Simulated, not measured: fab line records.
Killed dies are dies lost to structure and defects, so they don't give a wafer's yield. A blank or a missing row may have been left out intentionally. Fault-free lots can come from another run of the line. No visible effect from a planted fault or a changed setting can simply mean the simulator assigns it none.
Split-lot experiment / flow n5Finfet / 7 lots, 21 wafers read, on a route of 1938 steps

THE SPLIT ITSELF
At N5_BEOL_M12_SPUTTER_44 (material Ta, target thk 10 nm, time 16.13 s), the setting timeS was moved away from the recipe's 16.13 s on 4 of the 21 wafers read, by -8.1% to +13.6%. For the rest of the wafers, this setting stayed at what the recipe calls for.

Reading taken at the split's own step.

THE READING
Ta_of_BEOL_M12_SPUTTER_44.thkNm (the simulator's own value, which no gauge read), in nm, at N5_BEOL_M12_SPUTTER_44 (material Ta, target thk 10 nm, time 16.13 s). No usual value for it is given in the file. Here, 17 wafers ran the recipe; their average is 10.0 nm with a standard deviation of 0.15 nm.

wafer=L077.2; tool, chamber at the split=pvdSputter-02, -; timeS as run, s=16.13; against the recipe=recipe; Ta_of_BEOL_M12_SPUTTER_44.thkNm, nm=9.8; against lot-mates on the recipe=-
wafer=L077.3; tool, chamber at the split=pvdSputter-02, -; timeS as run, s=16.13; against the recipe=recipe; Ta_of_BEOL_M12_SPUTTER_44.thkNm, nm=9.8; against lot-mates on the recipe=-
wafer=L077.4; tool, chamber at the split=pvdSputter-02, -; timeS as run, s=16.13; against the recipe=recipe; Ta_of_BEOL_M12_SPUTTER_44.thkNm, nm=9.8; against lot-mates on the recipe=-
wafer=L078.2; tool, chamber at the split=pvdSputter-03, -; timeS as run, s=16.13; against the recipe=recipe; Ta_of_BEOL_M12_SPUTTER_44.thkNm, nm=10.2; against lot-mates on the recipe=-
wafer=L078.6; tool, chamber at the split=pvdSputter-03, -; timeS as run, s=16.13; against the recipe=recipe; Ta_of_BEOL_M12_SPUTTER_44.thkNm, nm=10.2; against lot-mates on the recipe=-
wafer=L078.5; tool, chamber at the split=pvdSputter-03, -; timeS as run, s=16.13; against the recipe=recipe; Ta_of_BEOL_M12_SPUTTER_44.thkNm, nm=10; against lot-mates on the recipe=-
wafer=L082.1; tool, chamber at the split=pvdSputter-01, -; timeS as run, s=15.19; against the recipe=-5.8%; Ta_of_BEOL_M12_SPUTTER_44.thkNm, nm=9.6; against lot-mates on the recipe=-0.5
wafer=L082.2; tool, chamber at the split=pvdSputter-01, -; timeS as run, s=16.13; against the recipe=recipe; Ta_of_BEOL_M12_SPUTTER_44.thkNm, nm=10; against lot-mates on the recipe=-
wafer=L082.5; tool, chamber at the split=pvdSputter-01, -; timeS as run, s=16.13; against the recipe=recipe; Ta_of_BEOL_M12_SPUTTER_44.thkNm, nm=10.2; against lot-mates on the recipe=-
wafer=L089.2; tool, chamber at the split=pvdSputter-01, -; timeS as run, s=16.13; against the recipe=recipe; Ta_of_BEOL_M12_SPUTTER_44.thkNm, nm=10; against lot-mates on the recipe=-
wafer=L089.3; tool, chamber at the split=pvdSputter-01, -; timeS as run, s=16.13; against the recipe=recipe; Ta_of_BEOL_M12_SPUTTER_44.thkNm, nm=10; against lot-mates on the recipe=-
wafer=L089.4; tool, chamber at the split=pvdSputter-01, -; timeS as run, s=18.32; against the recipe=+13.6%; Ta_of_BEOL_M12_SPUTTER_44.thkNm, nm=11.4; against lot-mates on the recipe=+1.4
wafer=L088.1; tool, chamber at the split=pvdSputter-01, -; timeS as run, s=16.13; against the recipe=recipe; Ta_of_BEOL_M12_SPUTTER_44.thkNm, nm=10; against lot-mates on the recipe=-
wafer=L088.4; tool, chamber at the split=pvdSputter-01, -; timeS as run, s=16.13; against the recipe=recipe; Ta_of_BEOL_M12_SPUTTER_44.thkNm, nm=10; against lot-mates on the recipe=-
wafer=L088.3; tool, chamber at the split=pvdSputter-01, -; timeS as run, s=16.13; against the recipe=recipe; Ta_of_BEOL_M12_SPUTTER_44.thkNm, nm=9.8; against lot-mates on the recipe=-
wafer=L096.1; tool, chamber at the split=pvdSputter-01, -; timeS as run, s=16.13; against the recipe=recipe; Ta_of_BEOL_M12_SPUTTER_44.thkNm, nm=9.8; against lot-mates on the recipe=-
wafer=L096.2; tool, chamber at the split=pvdSputter-01, -; timeS as run, s=14.83; against the recipe=-8.1%; Ta_of_BEOL_M12_SPUTTER_44.thkNm, nm=9.2; against lot-mates on the recipe=-0.6
wafer=L096.3; tool, chamber at the split=pvdSputter-01, -; timeS as run, s=14.83; against the recipe=-8.1%; Ta_of_BEOL_M12_SPUTTER_44.thkNm, nm=9.2; against lot-mates on the recipe=-0.6
wafer=L094.1; tool, chamber at the split=pvdSputter-03, -; timeS as run, s=16.13; against the recipe=recipe; Ta_of_BEOL_M12_SPUTTER_44.thkNm, nm=10; against lot-mates on the recipe=-
wafer=L094.3; tool, chamber at the split=pvdSputter-03, -; timeS as run, s=16.13; against the recipe=recipe; Ta_of_BEOL_M12_SPUTTER_44.thkNm, nm=10; against lot-mates on the recipe=-
wafer=L094.2; tool, chamber at the split=pvdSputter-03, -; timeS as run, s=16.13; against the recipe=recipe; Ta_of_BEOL_M12_SPUTTER_44.thkNm, nm=10.2; against lot-mates on the recipe=-

THE FIT
A straight line over all 21 wafers: Ta_of_BEOL_M12_SPUTTER_44.thkNm changes by +0.0983 nm for each +1% of timeS; r = +0.95; the points scatter about the line by 0.14 nm.
The same after taking each lot's own level away (the mean of its wafers on the recipe; 21 wafers): +0.0913 nm for each +1%; r = +0.97; scatter 0.09 nm.
On that fit, the largest move of timeS shifts the reading by 1.2 nm.
The span of the lots' own levels, 9.80 to 10.13 nm, comes to 2.3 times the standard deviation stated above.
Hence the lot-to-lot level has little effect on the slope; both slopes agree.
Check: with one of the wafers moved furthest among these (+13.6%) left out of the fit, the line predicts +1.04 nm for it against its lot-mates. It came out at +1.4 nm against them.

ADDITIONAL SPLITS CARRIED BY THESE WAFERS
Before the reading, these wafers also passed through other splits. Each is held against what the fit with the lots' levels taken away leaves over:
other split on the same wafers=N5_BEOL_M8_CURE_75 timeS; wafers away from the commonest value=4; r with Ta_of_BEOL_M12_SPUTTER_44.thkNm (lot level and that fit taken away)=+0.05
other split on the same wafers=N5_BEOL_M9_TRENCH_ETCH_37 sourceW; wafers away from the commonest value=8; r with Ta_of_BEOL_M12_SPUTTER_44.thkNm (lot level and that fit taken away)=+0.11
other split on the same wafers=N5_BEOL_M10_COAT_22 spinRpm; wafers away from the commonest value=8; r with Ta_of_BEOL_M12_SPUTTER_44.thkNm (lot level and that fit taken away)=+0.10
other split on the same wafers=N5_BEOL_M10_PEB_26 pebTimeS; wafers away from the commonest value=9; r with Ta_of_BEOL_M12_SPUTTER_44.thkNm (lot level and that fit taken away)=+0.09
other split on the same wafers=N5_BEOL_M11_PECVD_70 timeS; wafers away from the commonest value=8; r with Ta_of_BEOL_M12_SPUTTER_44.thkNm (lot level and that fit taken away)=-0.26

THE FILE'S OWN FIT
Ta_of_BEOL_M12_SPUTTER_44.thkNm changes by +0.0945 nm for each +1% of timeS, r = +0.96.
